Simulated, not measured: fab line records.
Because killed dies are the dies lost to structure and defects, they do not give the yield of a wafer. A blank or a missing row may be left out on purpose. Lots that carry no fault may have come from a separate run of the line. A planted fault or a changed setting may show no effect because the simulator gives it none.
fab line records ; flow n5_finfet
record lots=4; wafers=12; last_day=17
route steps=1938 shown BEOL_M5@1185 BEOL_M6@1194
lots untouched by any fault: they come from a run of this same line in which no faults occurred
start_h: hours from the record's first day to the start of the lot's first wafer shown ; wait_h: hours elapsed since this lot's preceding step ; " repeats the value in the row above ; L1.1+2: a row that stands for several wafers ; - value missing, or start not given ; * or withheld: withheld ; < > ~ a bound
route shown NAME@n: a module of which the file shows steps, and the number in the route of the first ; usual: mean/standard deviation taken from wafers without a fault ; same: alike in all rows ; chamber/n: place in a boat ; sites: each site's reading ; _std_site: their standard deviation ; _edge_site: mean of outer sites minus mean of inner sites ; radius_mm: for every site, how far away it sits from the centre of the wafer ; mask NAME#n: copy n ; behind: tool/chamber where the wafer was last shaped ; hold: why the lot was held/for how many hours/how that ended ; device: the n, p or np transistor that did not switch ; end of line: the same wafers' tests at the end of the route ; for a step that has no rows: nothing shown but its recipe ; killed: dies lost to structure and defects at the first sort, not the wafer's yield ; map: a wafer's dies, x killed, . not, _ none there
set.NAME: the run value of the setting; set.NAME@STEP: its run value at that earlier step ; model.NAME: the simulator's own value behind a step, which no gauge read
certain route steps with their lots: each step a table, each wafer a row
services: when a tool's chamber went out of use (start_h, in hours from the record's first day, below 0 if earlier), for how many hours, and the reason
## steps
# step N5_BEOL_M5_ANNEAL_51
# recipe temp_c=225; time_s=90; ambient=N2
# step N5_BEOL_M5_CMP_52
# recipe stop_on=SiCOH_lowk; t_overpolish_s=6.9; down_force_psi=1; platen_rpm=50; clearing_platen_down_force_psi=1.5; clearing_platen_rpm=50; post_cmp_clean=cu_alkaline; target_thk_nm=62; clearing_platen_pad_velocity_m_s=0.99484; pad_velocity_m_s=0.99484
# step N5_BEOL_M5_PRE_CLEAN_77
# recipe gas=NH3/H2; time_s=15; temp_c=*; rf_power_w=300
# step N5_BEOL_M5_CO_CAP_78
# recipe material=Co; target_thk_a=20; temp_c=200; precursor=CCTBA/H2; pressure_torr=30; time_s=102.1
# step N5_BEOL_M5_PRE_CLEAN_55
# recipe gas=NH3; time_s=15; temp_c=withheld; rf_power_w=300
# step N5_BEOL_M5_DEP_56
# recipe material=SiCN; target_thk_a=80; temp_c=withheld; precursor=3MS/NH3; pressure_torr=3; rf_w=202; time_s=14
# step N5_BEOL_M6_ILD_DEP_00
# recipe material=SiCOH_lowk; target_thk_a=1797.5; temp_c=300; precursor=DEMS/porogen; pressure_torr=5; rf_w=500; time_s=33.4
# step N5_BEOL_M6_CURE_74
# recipe temp_c=385; time_s=240; ambient=He/Ar; material=SiCOH_lowk
# step N5_BEOL_M6_PECVD_70
# recipe material=SiO2; target_thk_a=200; temp_c=400; precursor=TEOS/O2; pressure_torr=5.5; rf_w=450; teos_flow_sccm=53.8; gas=O2; flow_sccm=3000; time_s=22.7
# usual heater_power_outer_w=434/46; heater_power_w=730/79; showerhead_plenum_p_Torr=8.77/0.063; throttle_valve_pct=22.8/1.3
lot.wafer;tool;chamber;start_h;wait_h;heater_power_outer_w;heater_power_w;showerhead_plenum_p_Torr;throttle_valve_pct;model.SiO2_of_BEOL_M6_PECVD_70.thk_nm
L987.1;pecvd-04;1;187.31;0.0;468;704;8.82;23.5;19.8
L987.3;pecvd-04;0;187.31;0.0;478;822;8.71;24.3;19.6
L987.6;pecvd-04;0;187.31;0.0;490;787;8.71;24.1;20
L102.2;pecvd-04;1;276.75;0.0;491;770;8.84;23.3;20.6
L102.3;pecvd-04;0;276.75;0.0;428;740;8.74;24.1;20.2
L102.5;pecvd-04;1;276.75;0.0;489;738;8.87;23.4;21
L105.1;pecvd-04;2;298.76;0.0;426;723;8.71;21.7;20.4
L105.3;pecvd-04;1;298.76;0.0;465;697;8.84;23.5;20.8
L105.5;pecvd-04;2;298.76;0.0;412;750;8.70;21.6;20.8
L109.1;pecvd-02;2;325.62;0.0;354;615;8.69;22.1;19.4
L109.3;pecvd-02;1;325.62;0.0;471;688;8.80;23.5;19.8
L109.5;pecvd-02;1;325.62;0.0;449;707;8.81;23.4;19.8
# step N5_BEOL_M6_HM_DEP_02
# recipe material=TiN; target_thk_a=200; temp_c=25; chamber_pressure_pa=0.49996
# step N5_BEOL_M6_COAT_59
# recipe resist=SOC; temp_c=250; time_s=60; spin_rpm=1500; resist_thk_nm=100
# step N5_BEOL_M6_COAT_60
# recipe resist=SiARC; temp_c=220; time_s=60; spin_rpm=1500; resist_thk_nm=35
# step N5_BEOL_M6_COAT_05
# recipe resist=CAR-ArF; spin_rpm=1500; resist_thk_nm=90
# step N5_BEOL_M6_EBR_07
# recipe solvent=PGMEA; ebr_width_mm=1.5
# step N5_BEOL_M6_SOFTBAKE_06
# recipe temp_c=110; time_s=60; resist=CAR-ArF
# step N5_BEOL_M6_EXPOSE_08
# recipe mask_id=M6; na=1.35; source_shape=dipole; sigma_inner=0.817; sigma_outer=0.97; polarization=te; dose_mj=68.25
# step N5_BEOL_M6_PEB_09
# recipe peb_temp_c=withheld; peb_time_s=60; resist=CAR-ArF
# step N5_BEOL_M6_DEVELOP_10
# recipe develop_time_s=30; developer=TMAH; resist=CAR-ArF; rinse_liquid=diw; dry=air_spin; dev_temp_c=23
# step N5_BEOL_M6_DESCUM_16
# recipe chemistry=O2; time_s=7.9; source_power_w=50; bias_power_w=20; pressure_mtorr=20; rf_frequency_hz=2.712e+07; temp_c=40; resist=CAR-ArF; o2_flow_sccm=225
# step N5_BEOL_M6_ETCH_61
# recipe chemistry=CF4; target=SiARC; target_depth_a=455; mask_material=CAR-ArF; time_s=75.8; ion_energy_ev=80; pressure_mtorr=40; source_w=545; bias_w=36; Ar_flow_sccm=100; cf4_flow_sccm=100; ends=cleared
# step N5_BEOL_M6_ETCH_62
# recipe chemistry=N2/H2; target=SOC; target_depth_a=1100; overetch_a=220; mask_material=SiARC; temp_c=40; time_s=165; ion_energy_ev=200; pressure_mtorr=30; source_w=840; bias_w=150; n2_flow_sccm=200; h2_flow_sccm=200
# step N5_BEOL_M6_STRIP_68
# recipe chemistry=N2/H2; temp_c=40; n2_flow_sccm=200; h2_flow_sccm=200; rf_frequency_hz=6e+07
# step N5_BEOL_M6_STRIP_67
# recipe chemistry=CF4; resist=SiARC; power_w=300; bias_power_w=75; pressure_mtorr=50; cf4_flow_sccm=150; rf_frequency_hz=6e+07
# step N5_BEOL_M6_HM_OPEN_17
# recipe chemistry=Cl2/BCl3; target_depth_a=200; overetch_a=60; target=TiN; mask_material=SOC; ion_energy_ev=150; pressure_mtorr=10; icp_w=1000; bias_w=126; Cl2_flow_sccm=53.25; bcl3_flow_sccm=21.75; Ar_flow_sccm=25
# step N5_BEOL_M6_STRIP_19
# recipe chemistry=O2; power_w=400; temp_c=40; pressure_mtorr=30; rf_frequency_hz=6e+07; bias_power_w=0; overash_fraction=0.2; o2_flow_sccm=225
# step N5_BEOL_M6_COAT_63
# recipe resist=SOC; temp_c=250; time_s=60; spin_rpm=1500; resist_thk_nm=60
# step N5_BEOL_M6_COAT_64
# recipe resist=SiARC; temp_c=220; time_s=60; spin_rpm=1500; resist_thk_nm=12
# step N5_BEOL_M6_COAT_71
# recipe resist=underlayer; temp_c=205; time_s=60; spin_rpm=1500; resist_thk_nm=5
# step N5_BEOL_M6_COAT_22
# recipe resist=CAR-EUV; spin_rpm=1500; resist_thk_nm=30
# step N5_BEOL_M6_EBR_24
# recipe solvent=PGMEA; ebr_width_mm=1.5
# step N5_BEOL_M6_SOFTBAKE_23
# recipe temp_c=110; time_s=60; resist=CAR-EUV
# step N5_BEOL_M6_EXPOSE_25
# recipe mask_id=V5; na=0.33; source_shape=annular; sigma_inner=0.4; sigma_outer=0.8; polarization=unpolarized; target_cd_nm=40; dose_mj=45
# step N5_BEOL_M6_PEB_26
# recipe peb_temp_c=100; peb_time_s=60; resist=CAR-EUV
# step N5_BEOL_M6_DEVELOP_27
# recipe develop_time_s=30; developer=TMAH; resist=CAR-EUV; rinse_liquid=surfactant_rinse; dry=air_spin; dev_temp_c=23
# step N5_BEOL_M6_HM_STRIP_39
# recipe chemistry=peroxide_tin_strip; material=TiN; target_depth_a=250; temp_c=50; time_s=158
lot.wafer;tool;chamber;start_h;wait_h;model.SiO2_of_BEOL_M6_PECVD_70.thk_nm
L987.1;wet_bench-03;7;190.93;0.0;19.6
L987.3;wet_bench-03;0;190.93;0.0;19.4
L987.6;wet_bench-03;1;190.93;0.0;19.8
L102.2;wet_bench-04;4;281.83;0.0;20.4
L102.3;wet_bench-04;3;281.83;0.0;20
L102.5;wet_bench-04;7;281.83;0.0;20.8
L105.1;wet_bench-02;4;301.89;0.0;20.2
L105.3;wet_bench-02;7;301.89;0.0;20.6
L105.5;wet_bench-02;6;301.89;0.0;20.8
L109.1;wet_bench-04;4;331.14;0.0;19.4
L109.3+5;wet_bench-04;1,7;331.14;0.0;19.6
## services
tool;chamber;start_h;hours;kind
pecvd-02;0;174.57;9.4;repair
pecvd-04;0;180.42;6.5;repair
pecvd-02;-;195.94;0.3;repair
pecvd-02;2;202.40;-;clean
pecvd-02;2;202.40;-;consumable_replace:showerhead
pecvd-02;2;202.40;29.0;scheduled_down
pecvd-02;2;202.40;29.0;vent_cycle
pecvd-04;-;204.84;5.5;pm
pecvd-02;0;207.39;2.1;scheduled_down
wet_bench-03;-;220.90;0.9;repair
pecvd-02;2;276.84;2.1;scheduled_down
pecvd-02;2;283.41;20.6;repair
pecvd-04;0;327.02;6.8;repair
## key
first_sign none at tools or gauges
model_effect step=N5_BEOL_M6_PECVD_70; value=SiO2_of_BEOL_M6_PECVD_70.thk_nm; without=20.03; struck=20.63
model_effect step=N5_BEOL_M6_HM_STRIP_39; value=SiO2_of_BEOL_M6_PECVD_70.thk_nm; without=19.87; struck=20.47
met_at N5_BEOL_M6_PECVD_70
struck_wafers L102.2,L102.3,L102.5,L105.1,L105.3,L105.5
onset_between 187.31 276.75
fault kind=process_parameter_drift; tool=pecvd-04; chamber=-; onset_h=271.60; steps=N5_BEOL_M6_PECVD_70; channel=time_s; offset=*; shape=step; end_h=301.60; acts_in=*; stated=*
